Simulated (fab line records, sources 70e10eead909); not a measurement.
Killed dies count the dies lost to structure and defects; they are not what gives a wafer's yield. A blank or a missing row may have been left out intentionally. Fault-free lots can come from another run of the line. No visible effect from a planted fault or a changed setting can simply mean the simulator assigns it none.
Chamber matching || flow nand-harc || NHARC_A_STAIRCASE_DEP_280 on pecvd-02 has 3 sister chambers
The step deposits SiON, target thk 30 nm. 6 wafers are shown with their chamber, then 9 later ones without.

== WAFERS PAIRED WITH THEIR CHAMBERS ==
{"wafer": "L083.6", "chamber": 2, "heater-power-w (W)": 673, "chamber-pressure-Torr (Torr)": 3.509}
{"wafer": "L085.5", "chamber": 0, "heater-power-w (W)": 736, "chamber-pressure-Torr (Torr)": 3.504}
{"wafer": "L085.6", "chamber": 2, "heater-power-w (W)": 685, "chamber-pressure-Torr (Torr)": 3.514}
{"wafer": "L091.2", "chamber": 0, "heater-power-w (W)": 706, "chamber-pressure-Torr (Torr)": 3.507}
{"wafer": "L091.3", "chamber": 1, "heater-power-w (W)": 746, "chamber-pressure-Torr (Torr)": 3.502}
{"wafer": "L091.6", "chamber": 1, "heater-power-w (W)": 739, "chamber-pressure-Torr (Torr)": 3.515}

== WAFERS WHOSE CHAMBER IS MISSING ==
{"wafer": "L093.3", "heater-power-w (W)": 665, "chamber-pressure-Torr (Torr)": 3.502}
{"wafer": "L093.4", "heater-power-w (W)": 734, "chamber-pressure-Torr (Torr)": 3.522}
{"wafer": "L093.5", "heater-power-w (W)": 645, "chamber-pressure-Torr (Torr)": 3.498}
{"wafer": "L094.1", "heater-power-w (W)": 654, "chamber-pressure-Torr (Torr)": 3.502}
{"wafer": "L094.2", "heater-power-w (W)": 736, "chamber-pressure-Torr (Torr)": 3.506}
{"wafer": "L094.5", "heater-power-w (W)": 659, "chamber-pressure-Torr (Torr)": 3.501}
{"wafer": "L095.2", "heater-power-w (W)": 669, "chamber-pressure-Torr (Torr)": 3.488}
{"wafer": "L095.3", "heater-power-w (W)": 782, "chamber-pressure-Torr (Torr)": 3.509}
{"wafer": "L095.5", "heater-power-w (W)": 745, "chamber-pressure-Torr (Torr)": 3.493}

== WHICH CHAMBER EACH ONE RAN IN ==
{"wafer": "L093.3", "from the rows above": 2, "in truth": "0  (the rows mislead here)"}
{"wafer": "L093.4", "from the rows above": "can't be placed: 1 or 0", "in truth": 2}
{"wafer": "L093.5", "from the rows above": 2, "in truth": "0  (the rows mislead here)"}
{"wafer": "L094.1", "from the rows above": 2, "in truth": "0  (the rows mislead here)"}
{"wafer": "L094.2", "from the rows above": "can't be placed: 1 or 0", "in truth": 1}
{"wafer": "L094.5", "from the rows above": 2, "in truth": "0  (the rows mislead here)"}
{"wafer": "L095.2", "from the rows above": "can't be placed: 2 or 0", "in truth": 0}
{"wafer": "L095.3", "from the rows above": "can't be placed: 1 or 0", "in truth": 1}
{"wafer": "L095.5", "from the rows above": "can't be placed: 1 or 0", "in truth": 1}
Correct placement for 0 of the 9. Cannot be placed on the basis of these rows: 5; the candidates contain the true chamber in 4. Placed wrongly: 4.
How it was worked out, from the rows above alone: a wafer's distance from a chamber is the root of the sum, over the readings, of the square of ((its reading less the chamber's mean) divided by the reading's scatter). The wafer belongs to the nearest chamber; if the next one is less than 2 further off, it can't be placed. A chamber's mean is the mean of its shown wafers. The scatter: the root of (the sum of the squares of (reading less its chamber's mean) over the shown wafers, divided by (wafers less chambers)).
